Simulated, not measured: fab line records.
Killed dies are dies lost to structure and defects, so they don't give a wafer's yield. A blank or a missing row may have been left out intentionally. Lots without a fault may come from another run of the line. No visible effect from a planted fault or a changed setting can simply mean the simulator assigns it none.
Chamber matching | flow n5-finfet | rie-si-05 running N5_FIN_CUT_CUT_ETCH_28: 4 sister chambers
The step etches Si in HBr/Cl2/O2, target depth 6 nm, time 2.4 s. 14 wafers are shown with their chamber, then 7 later ones without.

== WAFERS PAIRED WITH THEIR CHAMBERS ==
wafer  | chamber | drypump-motor-current-A (A) | oes-product-au (a.u.) | O2_flow_sccm (sccm)
L076.2 | 3       | 5.8                         | 1.033                 | 12.02
L076.3 | 0       | 5.2                         | 0.982                 | 12.00
L076.6 | 1       | 5.5                         | 1.022                 | 12.00
L080.1 | 2       | 5.6                         | 1.017                 | 12.03
L080.3 | 3       | 5.8                         | 1.025                 | 11.97
L080.4 | 0       | 5.3                         | 0.984                 | 11.98
L081.1 | 2       | 5.6                         | 1.023                 | 11.95
L081.4 | 3       | 5.8                         | 1.024                 | 12.03
L081.6 | 1       | 5.5                         | 1.019                 | 11.97
L084.3 | 2       | 5.6                         | 1.026                 | 11.96
L084.4 | 3       | 5.9                         | 1.031                 | 12.01
L084.6 | 3       | 5.8                         | 1.023                 | 12.05
L093.1 | 2       | 5.6                         | 1.021                 | 11.96
L093.3 | 1       | 5.5                         | 1.015                 | 11.99

SIGNATURES (means of the wafers above)
reading                 | chamber 0 | chamber 1 | chamber 2 | chamber 3 | scatter within a chamber
drypump-motor-current-A | 5.250     | 5.500     | 5.600     | 5.820     | 0.0361
oes-product-au          | 0.98300   | 1.01867   | 1.02175   | 1.02720   | 0.00388
O2_flow_sccm            | 11.9900   | 11.9867   | 11.9750   | 12.0160   | 0.0288
Rule: a wafer lies at a distance from a chamber equal to the root of the sum of squares, over the readings, of (its reading less the chamber's mean, divided by the reading's scatter). If the next closest chamber is less than 2 further off than the closest, the wafer can't be placed; otherwise it belongs to the closest. How the scatter is found: for the shown wafers, subtract from each reading the mean of its chamber, square and add these, divide the total by (wafers less chambers), then take the root.

== WAFERS WITH NO CHAMBER GIVEN ==
wafer  | drypump-motor-current-A (A) | oes-product-au (a.u.) | O2_flow_sccm (sccm)
L093.5 | 5.5                         | 1.020                 | 11.98
L094.3 | 5.8                         | 1.027                 | 11.99
L094.5 | 5.2                         | 0.981                 | 11.94
L094.6 | 5.8                         | 1.022                 | 12.00
L097.1 | 5.6                         | 1.023                 | 12.01
L097.3 | 5.2                         | 0.981                 | 11.99
L097.4 | 5.8                         | 1.027                 | 12.04

== THE CHAMBER EACH PASSED THROUGH ==
wafer  | from the rows above     | in truth
L093.5 | 1                       | 1
L094.3 | 3                       | 3
L094.5 | 0                       | 0
L094.6 | 3                       | 3
L097.1 | can't be placed: 2 or 1 | 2
L097.3 | 0                       | 0
L097.4 | 3                       | 3
6 of 7 placed correctly. From these rows, 1 cannot be placed; in 1 the true chamber is one of the candidates. 0 placed wrongly.
